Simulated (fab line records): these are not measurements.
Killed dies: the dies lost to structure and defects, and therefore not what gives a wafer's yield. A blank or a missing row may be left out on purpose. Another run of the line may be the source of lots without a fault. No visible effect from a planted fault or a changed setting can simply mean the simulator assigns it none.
fab line records	flow nand-harc	part 1 of 2: steps 1 to 4 of 6
record lots=22	wafers=66	last-day=33
route steps=1302 shown A_CHANNEL_HOLE_D2@591 A_CHANNEL_FILL_D2@638 A_STAIRCASE@668
lots untouched by any fault: they come from a run of this same line in which no faults occurred
start-h: start of the lot's first displayed wafer, in hours after the record's first day	wait-h: how many hours have passed since the lot's step before this one	" as in the row above	L1.1+2: a single row standing in for several wafers	- no value, or no start given	* or withheld: withheld	< > ~ a bound
route shown NAME@n: NAME is a module with steps in the file, n the number in the route of the first one	usual: mean and standard deviation over wafers with no fault	same: alike in all rows	chamber/n: place in a boat	sites: each site's reading	_std_site: how widely they spread, as a standard deviation	_edge_site: mean of outer sites minus mean of inner sites	radius-mm: for every site, how far away it sits from the centre of the wafer	mask NAME#n: copy n	behind: tool/chamber where the wafer was last shaped	hold: cause of the lot's hold/its duration in hours/its outcome	device: the transistor (n, p or np) that didn't switch	end of line: the route-end tests of the same wafers	for a step that has no rows: nothing shown but its recipe	killed: dies lost to structure and defects at the first sort, not the wafer's yield	map: shows each die of a wafer: x if killed, . if not, _ if none is there
set.NAME: the setting as run; set.NAME@STEP: as run at that earlier step	model.NAME: the simulator's own value behind a step, which no gauge read
the route's steps for a sample of lots (tables are steps, rows are wafers)
services: from which hour (start-h, from the record's first day; less than 0 if before it) a tool's chamber was out of use, for how many hours, and why
## steps
# step NHARC_A_CHANNEL_HOLE_D2_ETCH_19
# recipe bias-v=1200	source-w=2500	pressure-mtorr=15	time-s=34.5	ar-flow-sccm=375	c4f8-flow-sccm=28.8	o2-flow-sccm=96.2	temp-c=-20	target-depth-a=*	chemistry=C4F8/O2/Ar
# usual c4f8-flow-sccm=28.79/0.08	drypump-motor-current-A=5.9/0.61	mfc-ar-sccm=375.2/0.91	oes-air-line-au=1.002/0.021	showerhead-plenum-p-Torr=3.75/0.1	throttle-valve-pct=37.038/0.0087
lot.wafer	tool	chamber	start-h	wait-h	c4f8-flow-sccm	drypump-motor-current-A	mfc-ar-sccm	oes-air-line-au	rf-hours-counter-h	showerhead-plenum-p-Torr	throttle-valve-pct
L074.1	har-etch-01	0	286.78	0.1	28.65	6.0	375.3	1.027	141	3.75	37.057
L074.6	"	0	"	"	28.72	6.0	375.6	0.989	-	3.75	37.035
L074.5	"	1	"	"	28.81	5.0	375.1	1.040	-	3.75	37.036
L076.1	har-etch-01	0	298.68	0.1	28.74	6.0	374.7	1.010	149	3.74	37.046
L076.3	"	0	"	"	28.68	6.0	374.1	0.994	-	3.74	37.045
L076.6	"	1	"	"	28.97	5.1	374.4	1.006	-	3.74	37.043
L075.3	har-etch-01	0	302.86	2.2	28.79	6.0	374.8	0.991	-	3.74	37.034
L075.4	"	1	"	"	28.96	5.0	374.2	1.008	-	3.74	37.036
L075.6	"	0	"	"	28.92	6.0	374.5	1.008	-	3.74	37.034
L078.1	har-etch-01	0	328.72	0.1	28.82	6.0	376.1	1.015	168	3.73	37.037
L078.2	"	1	"	"	28.76	5.0	374.5	0.964	168	3.73	37.045
L078.6	"	0	"	"	28.75	6.0	374.5	0.990	-	3.73	37.031
L079.2	har-etch-02	1	335.88	2.0	28.77	6.7	375.3	1.000	394	3.71	37.024
L079.3	"	1	"	"	28.76	6.7	375.2	0.985	-	3.71	37.035
L079.6	"	0	"	"	28.90	6.0	375.8	0.997	-	3.98	37.041
L080.1	har-etch-01	0	352.56	0.1	28.90	6.0	375.5	0.970	184	3.72	37.047
L080.2	"	1	"	"	28.71	5.1	374.8	0.977	184	3.72	37.031
L080.4	"	0	"	"	28.80	6.0	375.2	0.987	-	3.72	37.042
L081.3	har-etch-01	0	360.57	0.1	28.73	6.0	376.7	1.002	-	3.72	37.034
L081.6	"	1	"	"	28.83	5.1	375.0	0.983	-	3.72	37.044
L081.5	"	0	"	"	28.71	6.0	374.5	0.972	-	3.72	37.025
L083.2	har-etch-01	0	391.99	6.7	28.83	6.0	374.4	1.020	203	3.71	37.047
L083.4	"	1	"	"	28.74	5.0	373.3	0.998	-	3.71	37.035
L083.3	"	0	"	"	28.95	6.0	376.0	1.015	-	3.71	37.045
L084.3	har-etch-02	1	402.89	6.8	28.64	6.7	375.8	0.998	-	3.69	37.021
L084.6	"	0	"	"	28.82	6.1	375.3	0.976	-	3.96	37.017
L084.5	"	1	"	"	28.89	6.7	376.6	0.997	-	3.69	37.035
L085.2	har-etch-01	1	403.75	2.4	28.72	5.0	375.7	0.983	214	3.71	37.025
L085.1	"	0	"	"	28.68	6.0	377.0	1.021	214	3.71	37.031
L085.6	"	0	"	"	28.71	6.0	375.1	1.019	-	3.71	37.030
L086.4	har-etch-02	1	419.91	0.8	28.81	6.7	376.6	0.986	-	3.69	37.011
L086.5	"	1	"	"	28.80	6.7	375.0	1.023	-	3.69	37.035
L086.6	"	0	"	"	28.75	6.1	374.2	1.020	-	3.96	37.031
L087.1	har-etch-02	0	435.70	0.1	28.84	6.1	375.9	1.010	27	3.95	37.033
L087.4	"	1	"	"	28.83	6.7	376.6	1.006	-	3.68	37.031
L087.6	"	0	"	"	28.85	6.1	374.9	1.009	-	3.95	37.033
L088.1	har-etch-02	0	442.91	0.1	28.88	6.1	376.2	1.047	30	3.95	37.045
L088.2	"	1	"	"	28.70	6.7	374.8	1.015	30	3.68	37.047
L088.3	"	0	"	"	28.80	6.1	375.1	1.071	-	3.95	37.059
L089.3	har-etch-01	1	445.32	0.5	28.68	5.0	376.2	1.027	-	3.69	37.033
L089.5	"	1	"	"	28.78	5.0	374.5	0.988	-	3.69	37.032
L089.6	"	0	"	"	28.88	6.0	376.0	0.964	-	3.69	37.039
L090.4	har-etch-02	1	455.06	1.8	28.91	6.7	375.2	0.984	-	3.67	37.054
L090.3	"	0	"	"	28.88	6.1	375.4	1.012	-	3.94	37.039
L090.6	"	1	"	"	28.94	6.7	374.7	1.019	-	3.67	37.030
L091.1	har-etch-02	1	459.20	0.1	28.79	6.8	374.7	0.977	46	3.67	37.036
L091.3	"	0	"	"	28.81	6.1	374.5	1.003	-	3.94	37.032
L091.5	"	1	"	"	28.72	6.7	374.0	0.976	-	3.67	37.026
L092.4	har-etch-01	0	468.84	0.1	28.81	6.0	375.3	1.008	-	3.68	37.034
L092.3	"	1	"	"	28.76	5.0	374.7	1.036	-	3.68	37.042
L092.6	"	0	"	"	28.80	6.0	376.1	0.980	-	3.68	37.051
L093.3	har-etch-01	1	492.62	0.1	28.53	5.1	374.0	0.999	-	3.68	37.046
L093.4	"	0	"	"	28.76	6.0	375.7	0.980	-	3.68	37.046
L093.5	"	1	"	"	28.67	5.0	373.9	1.033	-	3.68	37.038
L094.2	har-etch-01	0	508.73	2.8	28.78	6.0	375.3	1.012	275	3.67	37.036
L094.1	"	1	"	"	28.85	5.0	376.7	1.006	275	3.67	37.026
L094.5	"	1	"	"	28.86	5.1	373.9	1.011	-	3.67	37.041
L097.3	har-etch-02	0	519.01	0.1	28.78	6.1	374.1	1.022	-	3.92	37.027
L097.4	"	1	"	"	28.74	6.7	375.4	1.004	-	3.66	37.028
L097.5	"	1	"	"	28.79	6.7	376.0	1.039	-	3.66	37.038
L095.4	har-etch-01	0	519.70	0.1	28.65	6.0	374.9	1.004	-	3.67	37.042
L095.6	"	0	"	"	28.71	6.0	376.5	1.026	-	3.67	37.047
L095.5	"	1	"	"	28.79	5.0	376.0	0.981	-	3.67	37.029
L096.2	har-etch-02	1	523.15	2.5	28.79	6.8	374.1	0.994	77	3.65	37.046
L096.3	"	0	"	"	28.84	6.1	377.4	0.994	-	3.92	37.044
L096.5	"	0	"	"	28.78	6.1	375.7	1.007	-	3.92	37.039
# step NHARC_A_CHANNEL_HOLE_D2_ETCH_21
# recipe bias-v=3000	source-w=withheld	pressure-mtorr=20	time-s=514.3	ar-flow-sccm=375	c4f8-flow-sccm=89.3	o2-flow-sccm=35.7	temp-c=-20	target-depth-a=16000	chemistry=C4F8/O2/Ar
# usual c4f8-flow-sccm=89.33/0.23	drypump-motor-current-A=5.9/0.6	mfc-ar-sccm=374.8/1.2	oes-air-line-au=0.995/0.02	showerhead-plenum-p-Torr=3.71/0.1	throttle-valve-pct=32.156/0.0086
lot.wafer	tool	chamber	start-h	wait-h	c4f8-flow-sccm	drypump-motor-current-A	mfc-ar-sccm	oes-air-line-au	rf-hours-counter-h	showerhead-plenum-p-Torr	throttle-valve-pct
L074.1	har-etch-01	0	287.20	0.3	89.45	6.0	374.9	0.989	142	3.71	32.160
L074.6	"	0	"	"	89.11	5.9	374.2	1.012	-	3.71	32.159
L074.5	"	1	"	"	89.44	5.0	373.8	0.976	-	3.71	32.146
L076.1	har-etch-01	0	299.16	0.3	89.43	6.0	376.0	1.012	150	3.70	32.141
L076.3	"	0	"	"	89.25	6.0	374.7	1.021	-	3.70	32.160
L076.6	"	1	"	"	89.05	5.0	376.2	1.005	-	3.70	32.167
L075.3	har-etch-01	0	303.40	0.3	89.54	6.0	374.0	1.033	-	3.70	32.149
L075.4	"	1	"	"	89.80	5.0	374.6	0.995	-	3.70	32.152
L075.6	"	0	"	"	89.44	6.0	373.2	1.022	-	3.70	32.157
L078.1	har-etch-01	0	329.15	0.3	89.04	6.0	374.2	0.988	169	3.69	32.158
L078.2	"	1	"	"	89.51	5.0	373.3	1.010	169	3.69	32.157
L078.6	"	0	"	"	89.04	6.0	374.0	1.018	-	3.69	32.160
L079.2	har-etch-02	1	336.31	0.3	89.65	6.7	372.8	1.008	394	3.67	32.160
L079.3	"	1	"	"	89.30	6.8	374.0	0.983	-	3.67	32.160
L079.6	"	0	"	"	89.47	6.1	373.9	0.976	-	3.93	32.157
L080.1	har-etch-01	0	352.99	0.3	89.49	6.0	372.0	1.016	184	3.68	32.169
L080.2	"	1	"	"	89.34	5.0	375.6	0.971	184	3.68	32.146
L080.4	"	0	"	"	89.22	6.0	373.4	0.982	-	3.68	32.162
L081.3	har-etch-01	0	361.15	0.3	89.29	6.0	374.1	0.978	-	3.68	32.159
L081.6	"	1	"	"	89.50	5.1	374.4	1.009	-	3.68	32.157
L081.5	"	0	"	"	89.23	6.0	374.7	1.005	-	3.68	32.145
L083.2	har-etch-01	0	392.47	0.3	89.70	6.0	374.8	0.986	203	3.67	32.143
L083.4	"	1	"	"	89.17	5.0	373.7	0.998	-	3.67	32.159
L083.3	"	0	"	"	89.77	6.0	374.6	0.976	-	3.67	32.158
L084.3	har-etch-02	1	403.48	0.3	89.06	6.8	376.0	1.001	-	3.65	32.159
L084.6	"	0	"	"	89.41	6.1	373.5	0.949	-	3.91	32.152
L084.5	"	1	"	"	89.45	6.7	376.1	1.006	-	3.65	32.142
L085.2	har-etch-01	1	404.17	0.3	89.70	5.1	374.2	0.974	214	3.67	32.163
L085.1	"	0	"	"	89.15	6.0	373.9	0.960	214	3.67	32.167
L085.6	"	0	"	"	89.03	6.0	373.9	0.923	-	3.67	32.138
L086.4	har-etch-02	1	420.44	0.3	89.20	6.7	376.0	0.978	-	3.65	32.156
L086.5	"	1	"	"	88.83	6.7	375.2	1.013	-	3.65	32.158
L086.6	"	0	"	"	89.06	6.1	373.6	1.027	-	3.90	32.167
L087.1	har-etch-02	0	436.18	0.3	89.54	6.1	374.0	0.984	27	3.90	32.152
L087.4	"	1	"	"	89.37	6.7	376.1	0.986	-	3.64	32.152
L087.6	"	0	"	"	88.94	6.1	374.6	0.991	-	3.90	32.156
L088.1	har-etch-02	0	443.35	0.3	89.45	6.1	375.4	0.997	31	3.90	32.154
L088.2	"	1	"	"	89.46	6.7	374.0	0.992	31	3.64	32.158
L088.3	"	0	"	"	89.13	6.1	374.8	0.956	-	3.90	32.170
L089.3	har-etch-01	1	445.86	0.3	89.60	5.0	373.7	0.988	-	3.65	32.154
L089.5	"	1	"	"	89.52	5.0	375.9	0.999	-	3.65	32.164
L089.6	"	0	"	"	89.07	6.0	377.0	1.005	-	3.65	32.142
L090.4	har-etch-02	1	455.59	0.3	89.22	6.8	375.8	1.005	-	3.63	32.167
L090.3	"	0	"	"	89.55	6.0	377.4	1.008	-	3.89	32.152
L090.6	"	1	"	"	89.61	6.7	376.9	0.988	-	3.63	32.138
L091.1	har-etch-02	1	459.63	0.3	89.54	6.7	374.4	0.997	46	3.63	32.161
L091.3	"	0	"	"	89.13	6.1	372.3	1.030	-	3.89	32.159
L091.5	"	1	"	"	89.11	6.7	375.2	0.987	-	3.63	32.146
L092.4	har-etch-01	0	469.38	0.3	89.33	5.9	376.8	0.968	-	3.64	32.147
L092.3	"	1	"	"	88.96	5.0	375.6	1.001	-	3.64	32.166
L092.6	"	0	"	"	89.58	5.9	377.0	0.975	-	3.64	32.148
L093.3	har-etch-01	1	493.16	0.3	89.18	5.0	376.0	0.995	-	3.64	32.150
L093.4	"	0	"	"	89.46	6.0	375.1	0.977	-	3.64	32.147
L093.5	"	1	"	"	89.37	5.1	374.1	0.984	-	3.64	32.163
L094.2	har-etch-01	0	509.16	0.3	89.41	6.0	375.8	0.981	276	3.63	32.144
L094.1	"	1	"	"	89.66	5.0	374.0	0.992	276	3.63	32.155
L094.5	"	1	"	"	89.53	5.0	374.3	0.989	-	3.63	32.144
L097.3	har-etch-02	0	519.55	0.3	88.88	6.1	376.1	0.985	-	3.87	32.150
L097.4	"	1	"	"	89.35	6.7	376.3	1.022	-	3.62	32.152
L097.5	"	1	"	"	89.39	6.8	374.2	0.992	-	3.62	32.161
L095.4	har-etch-01	0	520.24	0.3	89.58	6.0	374.3	0.992	-	3.63	32.158
L095.6	"	0	"	"	89.85	6.0	375.8	0.997	-	3.63	32.141
L095.5	"	1	"	"	89.41	5.0	374.5	1.001	-	3.63	32.160
L096.2	har-etch-02	1	523.57	0.3	89.21	6.7	375.7	1.034	77	3.61	32.170
L096.3	"	0	"	"	89.39	6.1	375.3	0.992	-	3.87	32.153
L096.5	"	0	"	"	89.30	6.1	376.0	1.001	-	3.87	32.154
# step NHARC_A_CHANNEL_FILL_D2_INSPECT_13
# usual raw-defect-count=385/110
lot.wafer	tool	chamber	start-h	wait-h	raw-defect-count
L074.1	defect-inspect-01	-	341.01	0.2	291
L074.5	"	-	"	"	389
L074.6	"	-	"	"	528
L076.1	defect-inspect-02	-	352.88	0.2	308
L076.3	"	-	"	"	458
L076.6	"	-	"	"	386
L075.3	defect-inspect-01	-	358.20	0.1	326
L075.4	"	-	"	"	224
L075.6	"	-	"	"	304
L078.1	defect-inspect-02	-	382.18	0.2	454
L078.2	"	-	"	"	298
L078.6	"	-	"	"	315
L079.2	defect-inspect-02	-	389.71	0.1	512
L079.3	"	-	"	"	449
L079.6	"	-	"	"	526
L080.1	defect-inspect-01	-	407.34	0.2	243
L080.2	"	-	"	"	385
L080.4	"	-	"	"	359
L081.3	defect-inspect-02	-	417.52	0.1	279
L081.5	"	-	"	"	173
L081.6	"	-	"	"	272
L083.2	defect-inspect-02	-	446.61	0.1	487
L083.3	"	-	"	"	407
L083.4	"	-	"	"	467
L084.3	defect-inspect-02	-	457.00	0.1	257
L084.5	"	-	"	"	281
L084.6	"	-	"	"	290
L085.1	defect-inspect-01	-	457.17	0.2	477
L085.2	"	-	"	"	370
L085.6	"	-	"	"	462
L086.4	defect-inspect-02	-	474.54	0.1	212
L086.5	"	-	"	"	264
L086.6	"	-	"	"	241
L087.1	defect-inspect-01	-	489.79	0.2	403
L087.4	"	-	"	"	299
L087.6	"	-	"	"	337
L088.1	defect-inspect-02	-	498.94	0.2	435
L088.2	"	-	"	"	624
L088.3	"	-	"	"	466
L089.3	defect-inspect-01	-	498.94	0.1	315
L089.5	"	-	"	"	258
L089.6	"	-	"	"	422
L090.3	defect-inspect-02	-	510.51	0.1	341
L090.4	"	-	"	"	288
L090.6	"	-	"	"	349
L091.1	defect-inspect-02	-	510.68	0.2	376
L091.3	"	-	"	"	316
L091.5	"	-	"	"	587
L092.3	defect-inspect-02	-	522.42	0.1	349
L092.4	"	-	"	"	369
L092.6	"	-	"	"	329
L093.3	defect-inspect-01	-	547.14	0.1	176
L093.4	"	-	"	"	312
L093.5	"	-	"	"	324
L094.1	defect-inspect-02	-	564.28	0.2	433
L094.2	"	-	"	"	527
L094.5	"	-	"	"	386
L095.4	defect-inspect-01	-	572.42	0.1	558
L095.5	"	-	"	"	585
L095.6	"	-	"	"	502
L097.3	defect-inspect-02	-	572.42	0.1	258
L097.4	"	-	"	"	275
L097.5	"	-	"	"	233
L096.2	defect-inspect-01	-	578.42	0.1	618
L096.3	"	-	"	"	275
L096.5	"	-	"	"	309
# step NHARC_A_STAIRCASE_TRIM_12
# recipe time-s=211.2	o2-flow-sccm=500	ar-flow-sccm=0	bias-w=0	chemistry=O2
# usual drypump-motor-current-A=5.7/0.34	mfc-ar-sccm=0.010/0.016	oes-product-au=1.000/0.01	rf-vpp-V=57.7/0.92	showerhead-plenum-p-Torr=3.50/0.17	throttle-valve-pct=17.038/0.0092
# same bias-w=0
lot.wafer	tool	chamber	start-h	wait-h	drypump-motor-current-A	mfc-ar-sccm	oes-product-au	rf-hours-counter-h	rf-vpp-V	showerhead-plenum-p-Torr	throttle-valve-pct
L074.1	rie-diel-12	0	344.52	0.1	5.6	0	1.018	22	56.3	3.35	17.046
L074.5	"	2	"	"	6.0	0.041	1.002	-	58.4	3.65	17.052
L074.6	"	3	"	"	5.9	0.004	0.993	-	57.6	3.55	17.027
L076.3	rie-diel-12	3	356.15	0.1	5.9	0.004	0.995	29	57.1	3.54	17.041
L076.1	"	0	"	"	5.6	0	1.005	30	56.8	3.35	17.037
L076.6	"	2	"	"	6.0	0.041	1.008	-	58.6	3.65	17.030
L075.3	rie-diel-03	3	361.18	0.1	5.3	0	0.994	25	59.0	3.79	17.031
L075.4	"	3	"	"	5.3	0	1.005	-	58.6	3.79	17.058
L075.6	"	1	"	"	5.3	0	1.003	-	58.3	3.63	17.041
L078.2	rie-diel-12	1	385.24	0.1	5.4	0.031	0.993	38	56.6	3.31	17.045
L078.1	"	3	"	"	5.9	0.004	0.996	36	58.9	3.54	17.037
L078.6	"	1	"	"	5.4	0.031	0.984	-	57.1	3.31	17.042
L079.3	rie-diel-03	0	392.56	0.1	5.5	0	1.014	31	60.0	3.41	17.024
L079.2	"	2	"	"	6.1	0	1.004	33	57.2	3.33	17.041
L079.6	"	1	"	"	5.4	0	1.008	-	56.0	3.63	17.039
L080.1	rie-diel-12	3	412.20	0.1	5.9	0.004	1.004	43	56.9	3.53	17.042
L080.2	"	1	"	"	5.5	0.031	0.994	46	58.2	3.30	17.042
L080.4	"	3	"	"	5.9	0.004	0.994	-	57.7	3.53	17.031
L081.3	rie-diel-03	0	420.59	0.1	5.5	0	1.020	42	57.0	3.41	17.048
L081.6	"	3	"	"	5.3	0	1.004	-	59.3	3.78	17.029
L081.5	"	0	"	"	5.5	0	1.018	-	59.2	3.41	17.041
L083.4	rie-diel-03	1	449.63	0.1	5.3	0	1.020	45	58.6	3.62	17.047
L083.2	"	2	"	"	6.1	0	1.009	46	58.3	3.32	17.034
L083.3	"	0	"	"	5.5	0	1.020	48	57.4	3.40	17.051
L084.3	rie-diel-12	1	459.89	0.1	5.5	0.031	1.009	1	56.9	3.30	17.039
L084.6	"	3	"	"	5.9	0.004	0.993	-	59.0	3.53	17.033
L084.5	"	0	"	"	5.6	0	1.014	-	57.2	3.33	17.024
L085.1	rie-diel-03	1	460.39	0.1	5.3	0	1.012	53	58.6	3.62	17.050
L085.2	"	2	"	"	6.1	0	1.013	53	56.1	3.32	17.029
L085.6	"	0	"	"	5.5	0	1.007	-	57.1	3.40	17.032
L086.4	rie-diel-03	0	477.54	0.1	5.5	0	0.984	1	59.6	3.40	17.023
L086.6	"	2	"	"	6.1	0	1.003	-	57.8	3.32	17.040
L086.5	"	3	"	"	5.3	0	0.990	-	58.5	3.77	17.028
L087.1	rie-diel-03	0	492.64	0.1	5.5	0	0.989	6	58.0	3.40	17.034
L087.4	"	1	"	"	5.3	0	0.986	5	56.5	3.61	17.034
L087.6	"	2	"	"	6.1	0	0.996	-	58.0	3.31	17.035
L088.1	rie-diel-12	2	501.90	0.1	6.0	0.041	0.990	11	57.3	3.63	17.036
L088.2	"	3	"	"	5.9	0.004	0.978	11	57.3	3.52	17.046
L088.3	"	0	"	"	5.6	0	0.998	11	57.0	3.32	17.028
L089.3	rie-diel-12	3	502.34	0.1	5.9	0.004	0.987	11	57.2	3.52	17.039
L089.6	"	1	"	"	5.5	0.031	1.000	-	56.9	3.29	17.028
L089.5	"	2	"	"	6.0	0.041	0.989	-	57.8	3.63	17.019
L090.3	rie-diel-13	3	513.60	0.1	5.6	0.035	1.003	66	57.4	3.33	17.043
L090.4	"	2	"	"	6.6	0.042	1.011	59	56.5	3.42	17.041
L090.6	"	3	"	"	5.5	0.035	0.999	-	56.9	3.33	17.035
L091.3	rie-diel-13	3	513.82	0.1	5.6	0.035	1.003	66	56.7	3.33	17.043
L091.1	"	0	"	"	5.5	0	1.005	61	57.0	3.77	17.041
L091.5	"	1	"	"	5.4	0	0.998	-	56.0	3.33	17.026
L092.4	rie-diel-12	3	525.78	0.1	5.9	0.004	0.997	19	58.5	3.52	17.040
L092.3	"	0	"	"	5.6	0	1.022	23	57.6	3.32	17.052
L092.6	"	0	"	"	5.6	0	1.006	-	58.6	3.32	17.044
L093.3	rie-diel-03	3	550.43	0.1	5.3	0	1.011	26	57.7	3.76	17.028
L093.4	"	0	"	"	5.5	0	0.989	-	58.3	3.39	17.031
L093.5	"	3	"	"	5.3	0	1.001	-	58.1	3.76	17.046
L094.2	rie-diel-12	2	567.44	0.1	6.0	0.041	0.985	34	59.1	3.62	17.040
L094.1	"	1	"	"	5.5	0.031	0.997	36	56.4	3.28	17.036
L094.5	"	2	"	"	6.0	0.041	0.992	-	56.8	3.62	17.023
L095.4	rie-diel-03	2	575.56	0.1	6.1	0	1.008	32	58.9	3.30	17.035
L095.6	"	0	"	"	5.5	0	0.994	-	57.4	3.38	17.031
L095.5	"	1	"	"	5.3	0	0.981	-	59.9	3.60	17.027
L097.3	rie-diel-13	2	576.22	0.1	6.6	0.042	1.001	14	57.7	3.41	17.018
L097.4	"	0	"	"	5.5	0	0.976	9	57.5	3.76	17.042
L097.5	"	2	"	"	6.6	0.042	1.000	-	56.8	3.41	17.054
L096.2	rie-diel-03	2	581.20	0.1	6.1	0	1.001	34	57.5	3.30	17.045
L096.3	"	3	"	"	5.3	0	0.990	33	59.4	3.75	17.032
L096.5	"	1	"	"	5.4	0	0.979	-	57.9	3.60	17.043
